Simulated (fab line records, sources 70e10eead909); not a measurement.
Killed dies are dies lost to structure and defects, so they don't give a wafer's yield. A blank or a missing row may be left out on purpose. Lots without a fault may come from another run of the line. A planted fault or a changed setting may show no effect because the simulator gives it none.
fab line records | flow nand_harc
record lots=6 wafers=18 last_day=24
route steps=1159 shown A_BLC@971 A_M0@994 END@1159
lots that met no fault: from a run of the same line without faults
start_h: hours from the record's first day to the start of the lot's first wafer shown | wait_h: hours since the lot's step before | " the same as in the row above | L1.1+2: a row that stands for several wafers | - no value, or no start given | * or withheld: withheld | < > ~ a bound
route shown NAME@n: a module of which the file shows steps, and the number in the route of the first | usual: mean/standard deviation of fault-free wafers | same: alike in all rows | chamber/n: place in a boat | sites: the reading at each site | _std_site: their standard deviation | _edge_site: outer sites' mean less inner sites' | radius_mm: how far each site lies from the wafer's centre | mask NAME#n: copy n | behind: the tool/chamber that last shaped the wafer | hold: why the lot was held/for how many hours/how that ended | device: the transistor (n, p or np) that didn't switch | end of line: the same wafers' tests at the end of the route | a step without rows: its recipe alone | killed: dies lost to structure and defects at the first sort, not the wafer's yield | map: a wafer's dies, x killed, . not, _ none there
set.NAME: the setting as run; set.NAME@STEP: as run at that earlier step | model.NAME: the simulator's own value behind a step, which no gauge read
lots at some steps of the route; a table a step, a row a wafer
services: from which hour (start_h, from the record's first day; less than 0 if before it) a tool's chamber was out of use, for how many hours, and why
## steps
# step NHARC_A_BLC_EXPOSE_07
# recipe na=1.35 target_cd_nm=100 dose_mj=67.97 mask_id=A_BLC
# step NHARC_A_BLC_PEB_08
# recipe peb_temp_c=100 peb_time_s=65
# step NHARC_A_BLC_DEVELOP_09
# recipe develop_time_s=35 dev_temp_c=23
# step NHARC_A_BLC_CD_MEAS_10
# recipe target_cd_nm=100 landing_energy_ev=500
# usual cd_nm=100.1/0.78
# columns lot.wafer tool chamber start_h wait_h cd_nm
L624.2 cd_sem-03 0 390.82 - 99.4
L624.5 " 0 " " 100.0
L624.6 " 0 " " 99.1
L632.1 cd_sem-02 0 440.78 - 99.2
L632.4 " 0 " " 99.6
L632.5 " 0 " " 99.5
L633.1 cd_sem-01 0 448.15 - 99.2
L633.2 " 0 " " 99.3
L633.5 " 0 " " 101.4
L638.2 cd_sem-01 0 484.48 - 99.7
L638.3 " 0 " " 100.2
L638.6 " 0 " " 99.8
L642.3 cd_sem-02 0 503.72 - 100.0
L642.4 " 0 " " 99.4
L642.5 " 0 " " 99.4
L644.1 cd_sem-03 0 519.78 - 99.7
L644.4 " 0 " " 99.6
L644.5 " 0 " " 101.3
# step NHARC_A_BLC_OVL_MEAS_11
# usual overlay_x_nm=-0.1/0.83 overlay_y_nm=-0.2/0.82
# columns lot.wafer tool chamber start_h wait_h overlay_x_nm overlay_y_nm
L624.2 overlay-02 - 390.91 - -0.4 -1.6
L624.5 " - " " -1.0 -1.3
L624.6 " - " " -0.8 -1.2
L632.1 overlay-02 - 440.87 - 0.3 0.1
L632.4 " - " " 0.0 0.2
L632.5 " - " " 0.6 0.3
L633.1 overlay-02 - 448.24 - -0.8 -1.1
L633.2 " - " " -0.9 -1.0
L633.5 " - " " -1.1 -0.7
L638.2 overlay-02 - 484.57 - -0.6 0.7
L638.3 " - " " -0.4 0.4
L638.6 " - " " -1.1 0.4
L642.3 overlay-01 - 503.81 - 0.4 0.8
L642.4 " - " " 0.8 0.4
L642.5 " - " " 0.5 0.7
L644.1 overlay-01 - 519.86 - 1.3 -1.4
L644.4 " - " " 1.2 -1.4
L644.5 " - " " 0.9 -1.6
# step NHARC_A_BLC_INSPECT_12
# usual raw_defect_count=32/13
# columns lot.wafer tool chamber start_h wait_h raw_defect_count
L624.2 defect_inspect-01 - 390.95 0.0 44
L624.5 " - " " 37
L624.6 " - " " 38
L632.1 defect_inspect-02 - 440.90 0.0 17
L632.4 " - " " 23
L632.5 " - " " 21
L633.1 defect_inspect-01 - 448.27 0.0 25
L633.2 " - " " 16
L633.5 " - " " 17
L638.2 defect_inspect-01 - 484.61 0.0 35
L638.3 " - " " 43
L638.6 " - " " 35
L642.3 defect_inspect-02 - 503.86 0.1 12
L642.4 " - " " 15
L642.5 " - " " 26
L644.1 defect_inspect-01 - 519.90 0.0 48
L644.4 " - " " 69
L644.5 " - " " 68
# step NHARC_A_BLC_DESCUM_15
# recipe time_s=3 o2_flow_sccm=200 ar_flow_sccm=0 bias_power_w=0 chemistry=O2
# step NHARC_A_BLC_ETCH_16
# recipe target_depth_a=390 over_etch_frac=0.3 time_s=65 ion_energy_ev=80 cf4_flow_sccm=150 ar_flow_sccm=0 rf_w=300 bias_w=100 chemistry=CF4
# step NHARC_A_BLC_ETCH_17
# recipe target_depth_a=3900 over_etch_frac=0.25 time_s=609.38 ion_energy_ev=200 n2_flow_sccm=150 h2_flow_sccm=150 ar_flow_sccm=0 rf_w=400 bias_w=150 chemistry=N2/H2
# step NHARC_A_BLC_ETCH_18
# recipe target_depth_a=9100 c4f8_flow_sccm=20 o2_flow_sccm=10 ar_flow_sccm=withheld rf_w=600 bias_w=1500 chemistry=C4F8/O2/Ar
# step NHARC_A_BLC_CD_MEAS_19
# usual cd_nm=98.9/2.7
# columns lot.wafer tool chamber start_h wait_h cd_nm
L624.2 cd_sem-02 - 391.98 - 100.9
L624.5 " - " " 100.9
L624.6 " - " " 92.7
L632.1 cd_sem-02 - 441.93 - 97.4
L632.4 " - " " 100.5
L632.5 " - " " 101.1
L633.1 cd_sem-01 - 449.30 - 103.6
L633.2 " - " " 101.2
L633.5 " - " " 97.9
L638.2 cd_sem-03 - 485.64 - 99.7
L638.3 " - " " 96.9
L638.6 " - " " 95.3
L642.3 cd_sem-01 - 504.89 - 101.8
L642.4 " - " " 100.2
L642.5 " - " " 94.9
L644.1 cd_sem-02 - 521.08 - 99.3
L644.4 " - " " 103.6
L644.5 " - " " 98.0
# step NHARC_A_BLC_STRIP_29
# recipe cf4_flow_sccm=150 ar_flow_sccm=0 bias_w=0 chemistry=CF4
# usual cf4_flow_sccm=150.1/0.41 drypump_motor_current_A=5.7/0.51 oes_product_au=0.997/0.012 rf_vpp_V=59.3/0.86 showerhead_plenum_p_Torr=1.77/0.084 throttle_valve_pct=13.285/0.009
# columns lot.wafer tool chamber start_h wait_h cf4_flow_sccm drypump_motor_current_A oes_product_au rf_hours_counter_h rf_vpp_V showerhead_plenum_p_Torr throttle_valve_pct
L624.2 rie_diel-08 3 392.07 0.1 150.0 5.7 0.988 10 58.6 1.80 13.281
L624.6 " 1 " " 150.0 5.4 1.006 - 58.8 1.68 13.296
L624.5 " 2 " " 150.0 6.1 0.992 - 59.4 1.86 13.285
L632.1 rie_diel-06 1 442.00 0.1 150.3 6.6 0.998 1 59.1 1.66 13.293
L632.4 " 3 " " 149.6 5.1 0.993 1 58.9 1.74 13.288
L632.5 " 1 " " 150.1 6.6 1.000 - 58.5 1.66 13.281
L633.1 rie_diel-06 3 449.40 0.1 149.6 5.1 0.986 2 59.0 1.74 13.288
L633.2 " 0 " " 150.4 4.9 0.977 2 59.6 1.87 13.278
L633.5 " 2 " " 150.0 5.9 1.020 - 59.5 1.87 13.289
L638.2 rie_diel-06 0 485.72 0.1 150.2 4.9 0.987 6 59.3 1.87 13.283
L638.3 " 2 " " 149.8 6.0 1.006 5 60.3 1.87 13.282
L638.6 " 0 " " 150.1 4.9 0.989 - 61.5 1.87 13.292
L642.4 rie_diel-06 3 504.98 0.1 149.8 5.1 0.975 8 58.0 1.74 13.287
L642.3 " 0 " " 150.1 4.9 0.989 9 58.9 1.87 13.286
L642.5 " 1 " " 149.9 6.6 0.984 - 58.6 1.66 13.281
L644.4 rie_diel-08 0 521.15 0.1 150.1 5.5 0.988 3 59.8 1.70 13.265
L644.1 " 2 " " 150.6 6.1 1.028 3 60.9 1.85 13.278
L644.5 " 0 " " 150.1 5.5 0.986 - 59.3 1.70 13.266
# step NHARC_A_BLC_STRIP_21
# recipe o2_flow_sccm=500 ar_flow_sccm=0 bias_w=0 chemistry=O2
# usual drypump_motor_current_A=5.7/0.51 oes_product_au=0.995/0.011 rf_vpp_V=57.8/0.87 showerhead_plenum_p_Torr=3.53/0.17 throttle_valve_pct=17.037/0.0078
# columns lot.wafer tool chamber start_h wait_h drypump_motor_current_A oes_product_au rf_hours_counter_h rf_vpp_V showerhead_plenum_p_Torr throttle_valve_pct
L624.2 rie_diel-08 2 392.16 0.1 6.1 0.997 10 57.3 3.70 17.035
L624.6 " 2 " " 6.2 1.006 - 59.0 3.70 17.035
L624.5 " 3 " " 5.7 0.987 - 57.1 3.58 17.048
L632.4 rie_diel-06 1 442.11 0.1 6.6 0.998 1 56.0 3.32 17.043
L632.1 " 2 " " 6.0 1.007 1 57.7 3.73 17.037
L632.5 " 2 " " 5.9 1.010 - 56.5 3.73 17.030
L633.2 rie_diel-06 3 449.50 0.1 5.1 0.978 2 57.4 3.48 17.028
L633.1 " 0 " " 4.9 0.992 2 58.7 3.74 17.045
L633.5 " 2 " " 5.9 1.018 - 57.9 3.73 17.037
L638.2 rie_diel-06 3 485.82 0.1 5.1 0.991 6 59.5 3.47 17.030
L638.3 " 0 " " 4.9 0.982 6 58.5 3.73 17.044
L638.6 " 2 " " 6.0 1.006 - 57.7 3.73 17.048
L642.3 rie_diel-06 0 505.07 0.1 4.9 0.999 9 59.5 3.73 17.034
L642.4 " 2 " " 6.0 1.012 8 58.7 3.73 17.026
L642.5 " 3 " " 5.1 0.993 - 58.5 3.47 17.043
L644.1 rie_diel-08 0 521.26 0.1 5.5 0.980 3 57.5 3.39 17.025
L644.4 " 2 " " 6.1 1.010 3 57.6 3.70 17.043
L644.5 " 0 " " 5.5 0.986 - 57.0 3.39 17.028
# step NHARC_A_BLC_STRIP_22
# recipe time_s=600 temp_c=30 chemistry=post_etch_residue_remover
# step NHARC_A_BLC_DEGAS_30
# recipe temp_c=300 time_s=60
# step NHARC_A_BLC_PRE_CLEAN_31
# recipe time_s=15 bias_v=250 gas=Ar
# step NHARC_A_BLC_PVD_32
# recipe target_thk_a=50 chamber_pressure_pa=5 power_w=5000 substrate_temp_c=200 time_s=17.7 material=Ti
# step NHARC_A_BLC_ALD_23
# recipe target_thk_a=30 pulse_time_s=1 ald_cycles=150 temp_c=450 material=TiN
# step NHARC_A_BLC_CVD_24
# recipe target_thk_a=1500 temp_c=300 pressure_torr=40 wf6_flow_sccm=40 h2_flow_sccm=1600 ar_flow_sccm=1560 time_s=434 material=W
# step NHARC_A_BLC_CMP_25
# recipe t_overpolish_s=30 target_thk_nm=150
# usual motor_current_A=12.3/1.1 overpolish_run_s=30.000/0.0092 time_to_endpoint_s=29.9/2.6
# columns lot.wafer tool chamber start_h wait_h motor_current_A overpolish_run_s time_to_endpoint_s
L624.2 cmp-03 2 396.41 0.4 11.8 30.005 29.5
L624.6 " 1 " " 12.4 29.997 30.3
L624.5 " 2 " " 12.7 30.007 27.3
L632.4 cmp-01 1 443.56 0.3 13.8 30.024 31.4
L632.1 " 2 " " 9.3 29.995 32.0
L632.5 " 1 " " 13.5 29.994 29.6
L633.1 cmp-03 0 452.53 0.4 12.7 30.001 32.3
L633.2 " 2 " " 12.4 29.989 32.2
L633.5 " 0 " " 12.1 30.005 31.5
L638.2 cmp-02 1 496.78 0.4 13.1 29.994 24.2
L638.3 " 2 " " 12.9 30.001 26.2
L638.6 " 1 " " 13.5 30.003 27.3
L642.4 cmp-02 0 506.47 0.3 10.3 30.006 28.5
L642.3 " 1 " " 13.8 29.998 25.2
L642.5 " 0 " " 10.7 30.013 24.1
L644.1 cmp-01 0 526.66 0.4 11.3 30.000 25.8
L644.4 " 1 " " 12.5 30.000 27.3
L644.5 " 0 " " 10.8 30.002 28.0
# step NHARC_A_BLC_SRD_27
# step NHARC_A_M0_DEP_00
# recipe target_thk_a=1500 target_thk_nm=150 temp_c=withheld pressure_torr=5 flow_sccm=200 rf_w=600 material=SiOC
# step NHARC_A_M0_DEHYDRATE_01
# recipe temp_c=150 time_s=120
# step NHARC_A_M0_HMDS_02
# recipe time_s=30
# step NHARC_A_M0_COAT_33
# recipe temp_c=200 time_s=65
# step NHARC_A_M0_COAT_03
# recipe spin_rpm=1500 resist_thk_nm=90
# step NHARC_A_M0_SOFTBAKE_04
# recipe temp_c=105 time_s=55
# step NHARC_A_M0_EBR_05
# step NHARC_A_M0_EXPOSE_06
# recipe na=1.35 target_cd_nm=80 dose_mj=83.25 mask_id=A_M0
# step NHARC_A_M0_PEB_07
# recipe peb_temp_c=100 peb_time_s=65
# step NHARC_A_M0_DEVELOP_08
# recipe develop_time_s=35 dev_temp_c=23
# step NHARC_A_M0_CD_MEAS_09
# recipe target_cd_nm=80 landing_energy_ev=500
# usual cd_nm=80.5/0.93
# columns lot.wafer tool chamber start_h wait_h cd_nm
L624.2 cd_sem-03 0 397.84 - 79.5
L624.5 " 0 " " 79.6
L624.6 " 0 " " 78.7
L632.1 cd_sem-01 0 444.72 - 79.8
L632.4 " 0 " " 80.1
L632.5 " 0 " " 79.0
L633.1 cd_sem-03 0 453.83 - 80.5
L633.2 " 0 " " 81.0
L633.5 " 0 " " 80.5
L638.2 cd_sem-03 0 498.08 - 81.5
L638.3 " 0 " " 80.9
L638.6 " 0 " " 81.6
L642.3 cd_sem-03 0 507.76 - 81.2
L642.4 " 0 " " 83.1
L642.5 " 0 " " 81.9
L644.1 cd_sem-02 0 528.15 - 78.7
L644.4 " 0 " " 79.2
L644.5 " 0 " " 78.9
# step NHARC_A_M0_OVL_MEAS_10
# recipe pitch_nm=160
# usual overlay_x_nm=0.1/0.7 overlay_y_nm=0.1/0.78
# columns lot.wafer tool chamber start_h wait_h overlay_x_nm overlay_y_nm
L624.2 overlay-02 - 397.92 - 0.3 0.9
L624.5 " - " " 0.4 1.2
L624.6 " - " " 0.2 0.9
L632.1 overlay-02 - 444.81 - -0.2 -0.9
L632.4 " - " " 0.0 -0.9
L632.5 " - " " -0.2 -1.2
L633.1 overlay-02 - 453.92 - -0.4 1.4
L633.2 " - " " 0.4 1.3
L633.5 " - " " -0.2 1.0
L638.2 overlay-02 - 498.17 - -0.1 -0.9
L638.3 " - " " 0.3 -0.8
L638.6 " - " " 0.1 -0.4
L642.3 overlay-01 - 507.84 - 0.1 -1.3
L642.4 " - " " -0.2 -0.9
L642.5 " - " " 0.2 -0.9
L644.1 overlay-01 - 528.24 - -0.4 -1.5
L644.4 " - " " -0.5 -1.2
L644.5 " - " " 0.0 -1.2
# step NHARC_A_M0_DESCUM_14
# recipe time_s=3 o2_flow_sccm=200 ar_flow_sccm=0 bias_power_w=0 chemistry=O2
# step NHARC_A_M0_ETCH_34
# recipe target_depth_a=400 overetch_a=120 time_s=43.94 ion_energy_ev=200 n2_flow_sccm=150 h2_flow_sccm=150 ar_flow_sccm=0 rf_w=400 bias_w=150 chemistry=N2/H2
# usual drypump_motor_current_A=5.9/0.58 h2_flow_sccm=150.0/0.5 oes_product_au=1.007/0.014 rf_fwd_power_W=394.5/1.8 rf_vpp_V=429.7/2.6 showerhead_plenum_p_Torr=2.01/0.09 throttle_valve_pct=14.171/0.0089
# columns lot.wafer tool chamber start_h wait_h drypump_motor_current_A h2_flow_sccm oes_product_au rf_fwd_power_W rf_hours_counter_h rf_vpp_V showerhead_plenum_p_Torr throttle_valve_pct
L624.2 rie_diel-05 2 398.12 0.1 5.0 149.8 0.987 397.0 4 428.9 1.96 14.178
L624.6 " 3 " " 5.6 150.5 0.984 393.7 - 427.2 2.01 14.171
L624.5 " 0 " " 6.0 149.6 1.031 394.9 - 427.4 1.91 14.182
L632.1 rie_diel-07 0 445.00 0.1 6.4 149.4 1.018 392.7 2 433.4 2.13 14.178
L632.4 " 1 " " 5.1 149.7 1.016 395.5 2 434.2 2.17 14.179
L632.5 " 2 " " 6.7 150.8 1.013 393.3 - 429.5 1.98 14.171
L633.1 rie_diel-10 0 454.10 0.1 6.7 150.0 1.016 392.9 6 427.4 1.91 14.179
L633.2 " 3 " " 5.7 148.7 1.013 392.9 6 432.5 2.11 14.158
L633.5 " 0 " " 6.6 150.1 1.012 393.9 - 425.4 1.91 14.178
L638.3 rie_diel-07 3 498.37 0.1 6.1 149.4 0.992 395.6 6 427.8 1.95 14.174
L638.2 " 2 " " 6.7 150.3 0.999 391.4 7 428.8 1.98 14.177
L638.6 " 3 " " 6.1 150.4 0.983 396.8 - 427.3 1.95 14.160
L642.3 rie_diel-07 2 508.06 0.1 6.7 150.3 1.005 393.1 7 428.9 1.98 14.174
L642.5 " 3 " " 6.1 150.2 1.005 394.1 - 429.7 1.95 14.182
L642.4 " 2 " " 6.7 149.7 1.011 394.1 - 428.3 1.98 14.163
L644.4 rie_diel-05 3 528.43 0.1 5.6 150.1 0.975 393.0 0 430.1 2.00 14.176
L644.1 " 0 " " 6.0 149.2 1.016 395.8 0 426.4 1.91 14.182
L644.5 " 1 " " 5.6 149.6 1.007 395.3 - 428.8 1.93 14.186
# step NHARC_A_M0_ETCH_15
# recipe target_depth_a=1500 overetch_a=150 time_s=82.5 c4f8_flow_sccm=withheld ar_flow_sccm=400 rf_w=600 bias_w=300 chemistry=C4F8/Ar
# usual oes_product_au=0.957/0.025 rf_fwd_power_W=595.1/2.5 rf_vpp_V=439.9/2.5
# columns lot.wafer tool chamber start_h wait_h oes_product_au rf_fwd_power_W rf_hours_counter_h rf_vpp_V
L624.2 rie_diel-05 3 - - 0.910 593.9 5 439.7
L624.5 " 3 " " 0.907 591.2 - 440.3
L624.6 " 0 " " 0.946 594.6 - 437.6
L632.4 rie_diel-07 1 - - 0.958 594.0 2 444.1
L632.1 " 2 " " 0.976 592.9 2 438.9
L632.5 " 2 " " 0.966 591.9 - 437.8
L633.1 rie_diel-10 3 - - 0.958 595.2 6 442.9
L633.2 " 0 " " 0.982 593.7 6 436.3
L633.5 " 3 " " 0.970 594.9 - 442.8
L638.2 rie_diel-07 2 - - 0.953 591.2 7 439.9
L638.3 " 0 " " 0.970 594.4 6 443.4
L638.6 " 0 " " 0.977 595.8 - 443.3
L642.3 rie_diel-07 2 - - 0.926 596.7 7 437.6
L642.5 " 0 " " 0.927 595.6 - 443.2
L642.4 " 2 " " 0.923 593.5 - 439.1
L644.1 rie_diel-05 2 - - 0.951 594.6 0 439.8
L644.4 " 0 " " 0.985 595.1 0 438.1
L644.5 " 2 " " 0.966 591.8 - 438.4
# step NHARC_A_M0_CD_MEAS_16
# usual cd_nm=80.6/1.3
# columns lot.wafer tool chamber start_h wait_h cd_nm
L624.2 cd_sem-02 - 398.77 - 79.4
L624.5 " - " " 80.2
L624.6 " - " " 79.1
L632.1 cd_sem-02 - 445.21 - 79.5
L632.4 " - " " 79.7
L632.5 " - " " 79.6
L633.1 cd_sem-03 - 454.32 - 82.1
L633.2 " - " " 81.1
L633.5 " - " " 82.8
L638.2 cd_sem-01 - 498.61 - 82.2
L638.3 " - " " 79.7
L638.6 " - " " 81.1
L642.3 cd_sem-01 - 508.29 - 80.3
L642.4 " - " " 81.7
L642.5 " - " " 81.9
L644.1 cd_sem-03 - 528.64 - 79.1
L644.4 " - " " 79.3
L644.5 " - " " 78.7
# step NHARC_A_M0_STRIP_18
# recipe power_w=1000 n2_flow_sccm=150 h2_flow_sccm=150 ar_flow_sccm=0 bias_w=0 chemistry=N2/H2
# usual drypump_motor_current_A=5.9/0.57 h2_flow_sccm=150.0/0.44 oes_product_au=1.008/0.015 rf_fwd_power_W=996.5/2.8 rf_vpp_V=90.5/0.97 showerhead_plenum_p_Torr=2.02/0.094 throttle_valve_pct=14.171/0.0091
# columns lot.wafer tool chamber start_h wait_h drypump_motor_current_A h2_flow_sccm oes_product_au rf_fwd_power_W rf_hours_counter_h rf_vpp_V showerhead_plenum_p_Torr throttle_valve_pct
L624.2 rie_diel-07 3 398.85 0.1 6.1 150.4 1.000 1001.0 12.0 89.9 1.95 14.178
L624.5 " 3 " " 6.1 149.9 0.992 1001.7 - 90.1 1.95 14.165
L624.6 " 0 " " 6.3 150.3 1.031 1002.5 - 91.1 2.13 14.165
L632.4 rie_diel-05 2 445.28 0.1 5.0 149.9 0.984 998.0 6.7 90.4 1.96 14.166
L632.1 " 0 " " 6.0 149.8 1.034 1000.6 6.5 89.5 1.91 14.168
L632.5 " 2 " " 5.0 150.5 0.985 992.3 - 90.4 1.96 14.180
L633.2 rie_diel-10 2 454.45 0.1 6.3 149.6 1.036 1000.0 7.2 91.8 2.17 14.189
L633.1 " 3 " " 5.7 149.7 1.001 996.4 6.1 90.2 2.11 14.175
L633.5 " 0 " " 6.7 148.9 1.006 997.5 - 89.3 1.91 14.168
L638.3 rie_diel-05 0 498.69 0.1 5.9 148.9 1.020 991.9 10.5 90.1 1.91 14.168
L638.2 " 2 " " 4.9 150.7 0.996 1000.6 10.9 91.1 1.96 14.173
L638.6 " 1 " " 5.7 150.2 1.018 1000.7 - 87.7 1.93 14.166
L642.3 rie_diel-07 2 508.35 0.1 6.7 150.1 1.000 1000.6 7.4 92.4 1.98 14.157
L642.5 " 3 " " 6.1 149.8 1.004 998.5 - 90.5 1.95 14.184
L642.4 " 0 " " 6.4 150.4 1.028 994.6 - 91.9 2.13 14.168
L644.1 rie_diel-10 2 528.71 0.1 6.3 150.4 1.031 999.7 10.4 91.6 2.17 14.174
L644.4 " 0 " " 6.7 150.4 1.008 999.8 9.0 89.7 1.91 14.192
L644.5 " 3 " " 5.7 149.3 1.004 996.2 - 90.1 2.11 14.168
# step NHARC_A_M0_STRIP_19
# recipe time_s=600 temp_c=30 chemistry=post_etch_residue_remover
# step NHARC_END_SORT_01
# recipe temp_c=25
# usual killed_at_array=31/11 killed_at_other=0.5/0.78 killed_at_periphery=3.0/2 killed_dies=34/12 killed_open=3.2/2 killed_short=1.9/1.6
# same gross_dies=677
# columns lot.wafer tool chamber start_h wait_h killed_at_array killed_at_other killed_at_periphery killed_dies killed_open killed_short
L638.2 prober-01 0 541.63 2.8 110 1 2 113 3 3
L638.3 prober-01 0 542.43 3.1 133 1 1 135 3 0
L638.6 prober-01 0 544.84 4.0 127 0 4 131 4 0
L642.3 prober-01 0 558.08 3.1 109 0 2 111 6 0
L642.4 prober-01 0 558.87 3.4 102 0 3 105 5 1
L642.5 prober-01 0 559.66 3.7 118 1 3 122 7 2
# killed by level:class
L638.2 A_BLC:unspecified=89 A_CHANNEL_HOLE_D1:chamber_film_flake=5 A_STAIRCASE:chamber_film_flake=5 A_SLIT:chamber_film_flake=3 A_CONTACT:chamber_film_flake=3 P_CONTACT:geometric_particle:short=1 P_CONTACT:geometric_particle:open=1 A_CHANNEL_HOLE_D1:geometric_particle:short=1
L638.3 A_BLC:unspecified=100 A_SLIT:chamber_film_flake=16 A_CHANNEL_HOLE_D1:chamber_film_flake=8 A_STAIRCASE:chamber_film_flake=6 P_M1:geometric_particle:open=1 A_ONON_D1:geometric_particle:open=1 A_CONTACT:geometric_particle:open=1 A_CHANNEL_FILL_D1:chamber_film_flake=1
L638.6 A_BLC:unspecified=97 A_CHANNEL_HOLE_D1:chamber_film_flake=11 A_SLIT:chamber_film_flake=9 A_STAIRCASE:chamber_film_flake=3 A_CONTACT:chamber_film_flake=3 P_M1:chamber_film_flake=2 A_CHANNEL_FILL_D1:geometric_particle:open=1 P_M0:geometric_particle:open=1
L642.3 A_BLC:unspecified=93 A_CHANNEL_HOLE_D1:chamber_film_flake=5 A_SGD_CUT:chamber_film_flake=4 A_ONON_D1:geometric_particle:open=2 P_M0:geometric_particle:open=1 A_SGD_CUT:geometric_particle:open=1 A_M0:geometric_particle:open=1 A_M1:geometric_particle:open=1
L642.4 A_BLC:unspecified=89 A_SGD_CUT:chamber_film_flake=4 A_CONTACT:chamber_film_flake=3 P_CONTACT:geometric_particle:open=2 A_CHANNEL_HOLE_D1:chamber_film_flake=2 P_GATE:geometric_particle:short=1 A_ONON_D1:geometric_particle:open=1 A_CHANNEL_FILL_D1:geometric_particle:open=1
L642.5 A_BLC:unspecified=93 A_CHANNEL_HOLE_D1:chamber_film_flake=9 A_CONTACT:geometric_particle:open=3 A_SGD_CUT:chamber_film_flake=3 A_WL_FILL:chamber_film_flake=3 A_CONTACT:chamber_film_flake=2 P_CONTACT:geometric_particle:open=1 P_M2:geometric_particle:short=1
# map L638.3 (x killed, . not)
____________.____________
_________......._________
_______.........x._______
______.............______
_____..............._____
____.................____
____.................____
___...................___
___...................___
__.....................__
__.....................__
_................x......_
_................x......_
_.....x...........x....._
_................xx....._
_..............xxx.xx..._
...............x...xx....
...x..x.x.......x.xx.....
.....xx.xx...........x...
......xxxx.........x.....
....xxxxxxx........x.....
_.xxxxxxxxxxx..........._
_..xxxxxxxxx........x..._
_..xxxxxxxxxx...xx.x...._
_..xxxxxxxxxx...x......._
_.x.xxxxxxxx.......x...._
__xxxxxxxxxx........x..__
__.xxxxxxxxx...........__
___.xxxxxx............___
___x.xxxx.......x.....___
____.x.x..x.........x____
____.x...........x...____
_____..........xx..._____
______.............______
_______..........._______
_________......._________
____________x____________
# map L642.5 (x killed, . not)
____________.____________
_________..x...._________
_______.........x._______
______...x.........______
_____..............._____
____...........x.....____
____.................____
___...................___
___.................x.___
__................x....__
__.........x.......x...__
_.......x.........xxxx.._
_.....x.........xxxxxxx._
_........x......xxxxxxxx_
_.x............xxxxxxxxx_
_x..............xxxxxxx._
...............xxxxxxxxxx
x...............xxxxxxxx.
................xxxxxxx..
................xxxxxxx.x
........x.......xxxxxxxx.
_................xxxxxxx_
_......x.........x.xxx.x_
_.................xxxx.._
_x..............x......._
_...............xx..x..._
__........x............__
__...........x...x..x..__
___...................___
___..........x..x.....___
____......x........x.____
____..............x..____
_____..............._____
______.............______
_______..........._______
_________......._________
____________.____________
## services
# columns tool chamber start_h hours kind
rie_diel-07 1 373.87 14.6 repair
cmp-03 - 374.10 4.0 repair
cmp-01 - 375.52 4.0 pm
cmp-03 - 382.34 0.8 repair
cmp-03 - 387.47 4.0 repair
rie_diel-05 - 389.82 0.7 repair
rie_diel-05 1 401.76 4.1 repair
rie_diel-08 3 402.80 16.6 repair
rie_diel-07 - 405.20 9.0 pm
cmp-03 - 405.59 4.0 pm
rie_diel-07 1 415.73 2.8 repair
rie_diel-06 - 418.20 9.0 pm
cmp-02 - 422.62 4.0 pm
rie_diel-05 1 460.90 3.3 repair
rie_diel-05 2 461.31 5.2 repair
rie_diel-08 1 468.33 24.8 repair
rie_diel-10 2 474.96 9.2 repair
rie_diel-08 - 478.87 9.0 pm
rie_diel-05 2 485.91 1.8 repair
rie_diel-05 3 492.39 11.5 repair
rie_diel-07 1 494.16 22.6 repair
rie_diel-07 - 513.37 0.9 repair
rie_diel-05 - 517.62 9.0 pm
rie_diel-06 2 522.71 3.3 repair
## key
first_sign step=NHARC_END_SORT_01 reading=killed_at_array direction=up sigmas=7.7 usual=31 struck=116
effect step=NHARC_END_SORT_01 reading=killed_dies direction=up sigmas=7.4 usual=34 struck=120
more_kills_born_at NHARC_A_BLC_STRIP_21@rie_diel-06=561
met_at NHARC_A_BLC_STRIP_21
struck_wafers L638.2,L638.3,L638.6,L642.3,L642.4,L642.5
tester_left_out L638,L642
onset_between 449.50 485.82
also_fits NHARC_A_BLC_STRIP_29:rie_diel-06,NHARC_A_BLC_CMP_25:cmp-02,NHARC_A_M0_ETCH_34:rie_diel-07,NHARC_A_M0_ETCH_15:rie_diel-07
fault kind=chamber_particle_source tool=rie_diel-06 chamber=- onset_h=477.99 steps=NHARC_A_BLC_STRIP_21 rate_per_visit_cm2=1.2148 end_h=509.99
# tester_left_out: of these lots the tester's yield and bins aren't shown, on N5 and GAA mostly nor the transistor test; their killed dies are dies lost to structure and defects alone, not to doping, threshold or leakage, so they don't give the yield
